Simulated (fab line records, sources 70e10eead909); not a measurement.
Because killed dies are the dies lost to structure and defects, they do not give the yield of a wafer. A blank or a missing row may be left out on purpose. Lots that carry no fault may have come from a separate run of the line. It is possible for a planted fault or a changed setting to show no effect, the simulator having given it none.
fab line records    flow nandHarc
[record] lots = 7  wafers = 20  lastDay = 33
route steps=1302 shown P_M0@264 END@1302
lots untouched by any fault: they come from a run of this same line in which no faults occurred
startH: hours from the record's opening day to when the first of the lot's shown wafers began    waitH: time in hours since the lot's previous step    " as in the row above    L1.1+2: a single row standing in for several wafers    - either no value or no given start    * or withheld: withheld    < > ~ a bound
route shown NAME@n: a module of which the file shows steps, and the number in the route of the first    usual: mean and standard deviation over wafers with no fault    same: alike in all rows    chamber/n: place in a boat    sites: readings site by site    _std_site: their standard deviation    _edge_site: inner sites' mean taken away from outer sites' mean    radiusMm: how far each site lies from the wafer's centre    mask NAME#n: copy n    behind: the last tool/chamber to shape the wafer    hold: cause of the lot's hold/its duration in hours/its outcome    device: names the non-switching transistor (n, p or np)    end of line: the tests these same wafers got at the end of their route    where a step has no rows: the recipe by itself    killed: dies that structure and defects cost at the first sort, which is not the same as the wafer's yield    map: per-die view of a wafer (x killed, . not killed, _ where there is no die)
set.NAME: the setting that was run; set.NAME@STEP: the one run at that earlier step    model.NAME: the simulator's own value behind a step, which no gauge read
lots seen at some steps along the route; tables by step, rows by wafer
services: from which hour (startH, from the record's first day; less than 0 if before it) a tool's chamber was out of use, for how many hours, and why
[[steps]]
[step NHARC_P_M0_OVL_MEAS_10]
[recipe] pitchNm = 180
[usual] overlayXNm = 0.0/0.71  overlayYNm = 0.1/0.73
lot.wafer  tool        chamber  startH  waitH  overlayXNm  overlayYNm
L310.1     overlay-02  -        151.56  -      0.0         -0.3
L310.2     "           -        "       "      1.3         -1.0
L310.4     "           -        "       "      0.3         -0.5
L315.2     overlay-02  -        201.88  -      0.5         1.5
L315.4     "           -        "       "      0.6         2.2
L315.5     "           -        "       "      0.7         1.6
L322.3     overlay-01  -        269.50  -      0.2         -0.6
L322.5     "           -        "       "      0.2         -0.9
L322.6     "           -        "       "      0.0         0.0
L323.3     overlay-01  -        281.92  -      0.4         1.4
L323.6     "           -        "       "      0.6         1.7
L324.1     overlay-02  -        290.99  -      0.2         0.3
L324.5     "           -        "       "      -0.1        0.5
L324.6     "           -        "       "      -0.3        -0.1
L327.3     overlay-02  -        326.17  -      -1.0        -0.4
L327.5     "           -        "       "      -0.8        0.0
L327.6     "           -        "       "      -1.2        -0.5
L329.2     overlay-02  -        347.71  -      -0.2        -0.3
L329.4     "           -        "       "      0.4         -1.0
L329.6     "           -        "       "      0.0         -0.7
[step NHARC_P_M0_INSPECT_11]
[usual] rawDefectCount = 4.5/2.6
lot.wafer  tool              chamber  startH  waitH  rawDefectCount
L310.1     defectInspect-01  -        151.60  0.0    1
L310.2     "                 -        "       "      6
L310.4     "                 -        "       "      4
L315.2     defectInspect-02  -        201.91  0.0    5
L315.4     "                 -        "       "      7
L315.5     "                 -        "       "      3
L322.3     defectInspect-01  -        269.53  0.0    4
L322.5     "                 -        "       "      5
L322.6     "                 -        "       "      2
L323.3     defectInspect-02  -        281.95  0.0    2
L323.6     "                 -        "       "      5
L324.1     defectInspect-02  -        291.02  0.0    4
L324.5     "                 -        "       "      6
L324.6     "                 -        "       "      1
L327.3     defectInspect-02  -        326.21  0.0    2
L327.5     "                 -        "       "      4
L327.6     "                 -        "       "      3
L329.2     defectInspect-01  -        347.75  0.0    5
L329.4     "                 -        "       "      6
L329.6     "                 -        "       "      3
[step NHARC_P_M0_DESCUM_14]
[recipe] timeS = 3  o2FlowSccm = 200  arFlowSccm = 0  biasPowerW = 0  chemistry = O2
[step NHARC_P_M0_ETCH_34]
[recipe] targetDepthA = 400  overetchA = 120  timeS = 43.94  ionEnergyEv = 200  n2FlowSccm = 150  h2FlowSccm = 150  arFlowSccm = 0  rfW = 400  biasW = 150  chemistry = N2/H2
[usual] drypumpMotorCurrentA = 5.80/0.29  oesProductAu = 1.001/0.01  rfVppV = 429.6/2.1  showerheadPlenumPTorr = 2.00/0.063  throttleValvePct = 14.172/0.009
lot.wafer  tool        chamber  startH  waitH  drypumpMotorCurrentA  oesProductAu  rfHoursCounterH  rfVppV  showerheadPlenumPTorr  throttleValvePct
L310.1     rieDiel-08  3        151.74  0.1    5.55                  0.990         38               427.8   1.94                   14.188
L310.4     "           0        "       "      5.20                  1.004         34               433.8   2.07                   14.174
L310.2     "           2        "       "      5.41                  1.004         37               432.4   2.05                   14.183
L315.4     rieDiel-11  2        202.07  0.1    5.72                  0.994         19               428.7   1.97                   14.171
L315.2     "           3        "       "      6.21                  1.004         17               428.4   2.00                   14.173
L315.5     "           1        "       "      5.86                  0.987         -                432.0   2.03                   14.186
L322.3     rieDiel-11  2        269.68  0.1    5.71                  1.011         1                428.3   1.97                   14.190
L322.5     "           2        "       "      5.71                  1.007         -                428.2   1.97                   14.171
L322.6     "           3        "       "      6.23                  1.012         -                430.7   2.00                   14.158
L323.3     rieDiel-11  1        282.10  0.1    5.87                  0.990         1                429.5   2.03                   14.168
L323.6     "           1        "       "      5.87                  1.001         -                430.1   2.03                   14.158
L324.1     rieDiel-06  1        292.03  0.9    5.68                  1.007         46               430.3   2.03                   14.163
L324.6     "           3        "       "      5.91                  0.986         -                430.4   2.03                   14.160
L324.5     "           0        "       "      5.53                  1.009         -                434.2   2.18                   14.170
L327.3     rieDiel-11  3        326.36  0.1    6.21                  1.010         11               428.5   1.99                   14.169
L327.6     "           1        "       "      5.87                  0.981         -                429.7   2.03                   14.166
L327.5     "           2        "       "      5.73                  1.011         -                427.8   1.97                   14.168
L329.2     rieDiel-11  3        347.90  0.1    6.20                  1.012         14               430.1   1.99                   14.157
L329.4     "           0        "       "      5.91                  0.995         13               425.5   1.91                   14.169
L329.6     "           1        "       "      5.91                  0.990         -                429.6   2.02                   14.162
[step NHARC_P_M0_ETCH_15]
[recipe] targetDepthA = 1500  overetchA = 150  timeS = 82.5  c4f8FlowSccm = withheld  arFlowSccm = 400  rfW = 600  biasW = 300  chemistry = C4F8/Ar
[usual] oesProductAu = 0.955/0.023  rfVppV = 439.8/2.1
lot.wafer  tool        chamber  startH  waitH  oesProductAu  rfHoursCounterH  rfVppV
L310.4     rieDiel-08  2        -       -      0.926         37               440.1
L310.2     "           0        "       "      0.919         34               440.4
L310.1     "           1        "       "      0.929         33               443.3
L315.4     rieDiel-11  2        -       -      0.958         19               438.7
L315.2     "           3        "       "      0.988         17               439.9
L315.5     "           1        "       "      0.952         -                440.3
L322.3     rieDiel-11  3        -       -      0.987         1                440.6
L322.6     "           2        "       "      0.984         -                437.5
L322.5     "           3        "       "      0.982         -                440.1
L323.3     rieDiel-11  0        -       -      0.966         2                437.1
L323.6     "           2        "       "      0.977         -                439.0
L324.1     rieDiel-06  0        -       -      0.933         51               447.0
L324.5     "           0        "       "      0.922         -                443.7
L324.6     "           1        "       "      0.941         -                442.4
L327.3     rieDiel-11  0        -       -      0.979         11               436.7
L327.5     "           2        "       "      0.977         -                438.6
L327.6     "           3        "       "      0.973         -                440.5
L329.2     rieDiel-11  2        -       -      0.985         11               437.3
L329.4     "           0        "       "      0.954         13               437.2
L329.6     "           2        "       "      0.980         -                439.8
[step NHARC_P_M0_CD_MEAS_16]
[usual] cdNm = 90.0/0.9
lot.wafer  tool      chamber  startH  waitH  cdNm
L310.1     cdSem-02  -        151.96  -      89.8
L310.2     "         -        "       "      88.9
L310.4     "         -        "       "      91.2
L315.2     cdSem-03  -        202.28  -      89.1
L315.4     "         -        "       "      88.3
L315.5     "         -        "       "      88.9
L322.3     cdSem-01  -        269.90  -      89.9
L322.5     "         -        "       "      89.8
L322.6     "         -        "       "      89.3
L323.3     cdSem-01  -        282.32  -      89.0
L323.6     "         -        "       "      88.7
L324.1     cdSem-03  -        292.42  -      91.5
L324.5     "         -        "       "      91.3
L324.6     "         -        "       "      90.3
L327.3     cdSem-02  -        326.57  -      90.4
L327.5     "         -        "       "      90.8
L327.6     "         -        "       "      89.4
L329.2     cdSem-01  -        348.11  -      92.4
L329.4     "         -        "       "      90.8
L329.6     "         -        "       "      90.7
[step NHARC_P_M0_STRIP_18]
[recipe] powerW = 1000  n2FlowSccm = 150  h2FlowSccm = 150  arFlowSccm = 0  biasW = 0  chemistry = N2/H2
[step NHARC_P_M0_STRIP_19]
[recipe] timeS = 600  tempC = 30  chemistry = postEtchResidueRemover
[step NHARC_P_M0_DEGAS_28]
[recipe] tempC = 250  timeS = 60
[usual] heaterPowerW = 334/30
lot.wafer  tool           chamber  startH  waitH  heaterPowerW
L310.2     pvdSputter-01  -        152.58  -      299
L310.4     "              -        "       "      358
L310.1     "              -        "       "      316
L315.4     pvdSputter-01  -        202.90  -      361
L315.2     "              -        "       "      310
L315.5     "              -        "       "      360
L322.3     pvdSputter-01  -        270.53  -      356
L322.6     "              -        "       "      289
L322.5     "              -        "       "      365
L323.3     pvdSputter-01  -        282.94  -      349
L323.6     "              -        "       "      365
L324.1     pvdSputter-03  -        293.05  -      358
L324.6     "              -        "       "      373
L324.5     "              -        "       "      309
L327.3     pvdSputter-02  -        327.24  -      298
L327.6     "              -        "       "      300
L327.5     "              -        "       "      313
L329.4     pvdSputter-03  -        348.74  -      369
L329.2     "              -        "       "      361
L329.6     "              -        "       "      306
[step NHARC_P_M0_PRE_CLEAN_29]
[recipe] timeS = 30  tempC = 280  gas = H2/He
[usual] heaterPowerW = 411/37
lot.wafer  tool           chamber  startH  waitH  heaterPowerW
L310.4     pvdSputter-01  -        -       -      440
L310.2     "              -        "       "      439
L310.1     "              -        "       "      369
L315.4     pvdSputter-01  -        -       -      445
L315.2     "              -        "       "      441
L315.5     "              -        "       "      456
L322.3     pvdSputter-01  -        -       -      430
L322.5     "              -        "       "      359
L322.6     "              -        "       "      444
L323.3     pvdSputter-01  -        -       -      434
L323.6     "              -        "       "      346
L324.1     pvdSputter-03  -        -       -      453
L324.6     "              -        "       "      438
L324.5     "              -        "       "      456
L327.3     pvdSputter-02  -        -       -      429
L327.5     "              -        "       "      430
L327.6     "              -        "       "      363
L329.4     pvdSputter-03  -        -       -      453
L329.2     "              -        "       "      373
L329.6     "              -        "       "      451
[step NHARC_P_M0_PVD_20]
[recipe] targetThkA = 50  biasV = 168.6  powerW = 15000  chamberPressurePa = 0.12  timeS = 8.06  substrateTempC = 50  material = TaN
[step NHARC_P_M0_PVD_21]
[recipe] targetThkA = 300  chamberPressurePa = 5  powerW = 5000  substrateTempC = 30  timeS = 20.49  material = Cu
[step NHARC_P_M0_ECD_22]
[recipe] targetThkA = 4000  bathTempC = 25  material = Cu
lot.wafer   tool      chamber  startH  waitH
L310.1+2+4  ecdCu-02  1,0,1    152.94  -
L315.2+4+5  ecdCu-01  1,0,0    203.30  -
L322.3+5+6  ecdCu-02  0,1,0    271.04  -
L323.3+6    ecdCu-02  0,1      283.39  -
L324.1+5+6  ecdCu-02  0,0,1    293.41  -
L327.3+5+6  ecdCu-01  0,0,1    327.70  -
L329.2+4+6  ecdCu-02  1        349.21  -
[step NHARC_P_M0_ANNEAL_30]
[recipe] tempC = 225  timeS = 90
[usual] annealTempCMax = 226.31/0.27  wafer_temp_C_max = 225.9/0.42
lot.wafer  tool          chamber  startH  waitH  annealTempCMax  wafer_temp_C_max
L310.1     rtpAnneal-02  0        153.31  -      226.23          225.5
L310.2     "             0        "       "      226.27          225.5
L310.4     "             0        "       "      226.06          225.5
L315.2     rtpAnneal-01  0        203.67  -      226.46          225.9
L315.4     "             0        "       "      226.18          226.5
L315.5     "             0        "       "      226.10          226.0
L322.3     rtpAnneal-02  0        271.37  0.3    225.94          225.4
L322.5     "             0        "       "      226.32          225.6
L322.6     "             0        "       "      226.02          225.5
L323.3     rtpAnneal-02  0        283.78  0.3    226.21          225.6
L323.6     "             0        "       "      226.43          225.9
L324.1     rtpAnneal-01  0        293.79  0.3    226.27          226.3
L324.5     "             0        "       "      225.96          226.1
L324.6     "             0        "       "      226.36          226.3
L327.3     rtpAnneal-01  0        328.08  -      226.71          226.0
L327.5     "             0        "       "      226.45          226.3
L327.6     "             0        "       "      226.40          226.1
L329.2     rtpAnneal-02  0        349.59  -      225.97          225.3
L329.4     "             0        "       "      226.44          225.7
L329.6     "             0        "       "      226.11          225.7
[step NHARC_P_M0_CMP_23]
[recipe] tOverpolishS = 20  targetThkNm = 117.54
[usual] motorCurrentA = 11.6/1.1  timeToEndpointS = 28.3/2.4
lot.wafer  tool    chamber  startH  waitH  motorCurrentA  timeToEndpointS
L310.1     cmp-01  2        153.68  -      10.4           25.5
L310.2     "       0        "       "      13.5           30.9
L310.4     "       1        "       "      11.7           28.4
L315.4     cmp-03  0        203.99  -      13.8           28.8
L315.2     "       1        "       "      10.6           27.8
L315.5     "       0        "       "      13.4           29.1
L322.3     cmp-01  2        271.64  -      10.4           27.2
L322.5     "       1        "       "      11.4           30.4
L322.6     "       2        "       "      10.2           39.6
L323.3     cmp-03  0        284.10  -      13.6           27.6
L323.6     "       2        "       "      12.2           42.4
L324.1     cmp-04  0        294.18  -      11.5           27.4
L324.5     "       3        "       "      11.6           29.2
L324.6     "       0        "       "      11.7           40.2
L327.3     cmp-03  1        328.32  -      11.4           22.8
L327.5     "       1        "       "      10.3           23.2
L327.6     "       2        "       "      12.0           31.9
L329.4     cmp-03  3        349.91  -      10.0           31.5
L329.2     "       0        "       "      14.0           31.0
L329.6     "       3        "       "      9.6            30.2
[step NHARC_P_M0_THK_MEAS_24]
[recipe] thkMeasGauge = xrf
[usual] thkNm = 117.4/1.5
lot.wafer  tool          chamber  startH  waitH  thkNm
L310.1     filmMetro-02  -        154.00  -      118.1
L310.2     "             -        "       "      119.6
L310.4     "             -        "       "      117.7
L315.2     filmMetro-01  -        204.27  -      118.8
L315.4     "             -        "       "      118.3
L315.5     "             -        "       "      117.4
L322.3     filmMetro-01  -        271.93  -      117.3
L322.5     "             -        "       "      115.8
L322.6     "             -        "       "      115.2
L323.3     filmMetro-01  -        284.34  -      116.5
L323.6     "             -        "       "      117.6
L324.1     filmMetro-01  -        294.46  -      117.2
L324.5     "             -        "       "      118.8
L324.6     "             -        "       "      117.7
L327.3     filmMetro-02  -        328.63  -      116.5
L327.5     "             -        "       "      116.4
L327.6     "             -        "       "      117.4
L329.2     filmMetro-02  -        350.20  -      120.1
L329.4     "             -        "       "      118.8
L329.6     "             -        "       "      120.0
[step NHARC_END_SORT_01]
[recipe] tempC = 25
[usual] defectLimitedYield = 90.7/2.9  killedAtArray = 58/20  killedAtOther = 1.0/1.2  killedAtPeriphery = 4.1/3  killedDies = 63/20  killedOpen = 3.2/1.7  killedShort = 2.5/1.5
[same] grossDies = 677
lot.wafer  tool       chamber  startH  waitH  defectLimitedYield[%]  killedAtArray  killedAtOther  killedAtPeriphery  killedDies  killedOpen  killedShort
L315.2     prober-01  0        633.35  2.8    88.6                   73             0              4                  77          7           3
L315.4     prober-01  0        634.96  3.4    88.6                   70             0              7                  77          5           4
L315.5     prober-01  0        635.77  3.7    89.2                   70             0              3                  73          3           3
// killed by level:class
L315.2 A_SLIT:chamberFilmFlake=29 A_CHANNEL_HOLE_D2:chamberFilmFlake=19 A_CHANNEL_HOLE_D1:chamberFilmFlake=5 P_BONDPAD:chamberFilmFlake=3 A_CHANNEL_FILL_D2:chamberFilmFlake=3 A_WL_FILL:chamberFilmFlake=3 A_BONDPAD:chamberFilmFlake=3 A_M0:geometricParticle:open=2
L315.4 A_SLIT:chamberFilmFlake=27 A_CHANNEL_HOLE_D2:chamberFilmFlake=24 P_BONDPAD:chamberFilmFlake=4 A_CHANNEL_HOLE_D1:chamberFilmFlake=4 A_CHANNEL_FILL_D2:chamberFilmFlake=3 A_BONDPAD:chamberFilmFlake=2 P_M1:geometricParticle:open=1 A_DECK1_JOINT:geometricParticle:short=1
L315.5 A_SLIT:chamberFilmFlake=29 A_CHANNEL_HOLE_D2:chamberFilmFlake=24 A_CHANNEL_HOLE_D1:chamberFilmFlake=6 A_ONON_D1:geometricParticle:short=1 A_CHANNEL_FILL_D1:geometricParticle:open=1 A_CHANNEL_FILL_D2:geometricParticle:open=1 A_CHANNEL_FILL_D2:geometricParticle:short=1 A_CONTACT:geometricParticle:open=1
[[services]]
tool           chamber  startH  hours  kind
ecdCu-01       -        129.99  4.2    repair
rieDiel-06     -        130.74  9.0    pm
rieDiel-08     2        140.96  1.7    repair
cmp-01         -        145.69  3.4    repair
ecdCu-01       -        160.00  8.0    pm
pvdSputter-03  -        160.26  17.6   repair
cmp-03         -        162.00  4.0    pm
cmp-01         -        172.96  0.9    repair
cmp-01         -        185.50  4.0    pm
rieDiel-08     -        194.10  9.0    pm
cmp-03         -        196.80  2.9    repair
cmp-01         -        207.34  1.5    repair
cmp-01         -        209.69  0.8    repair
ecdCu-01       -        209.85  3.1    repair
rieDiel-11     -        217.78  1.8    repair
pvdSputter-01  -        226.00  10.0   pm
rieDiel-11     3        235.78  2.7    repair
ecdCu-02       -        244.00  8.0    pm
rieDiel-11     -        255.52  9.0    pm
cmp-03         -        260.00  4.0    pm
cmp-03         -        267.05  1.5    repair
pvdSputter-01  -        293.84  4.3    repair
ecdCu-02       -        294.22  3.4    repair
pvdSputter-01  -        301.41  1.6    repair
[[key]]
[firstSign] step = NHARC_P_M0_CMP_23  reading = timeToEndpointS  direction = up  sigmas = 5.2  usual = *  struck = *
effect none on later readings
metAt NHARC_P_M0_ECD_22
struckWafers L322.6,L323.6,L324.6
onsetBetween 152.94 271.04
[fault] kind = processParameterDrift  tool = ecdCu-02  chamber = -  onsetH = 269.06  steps = NHARC_P_M0_ECD_22  channel = targetThkA  offset = *  shape = step  endH = 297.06  scope = struckWafersOnly  actsIn = *  stated = *
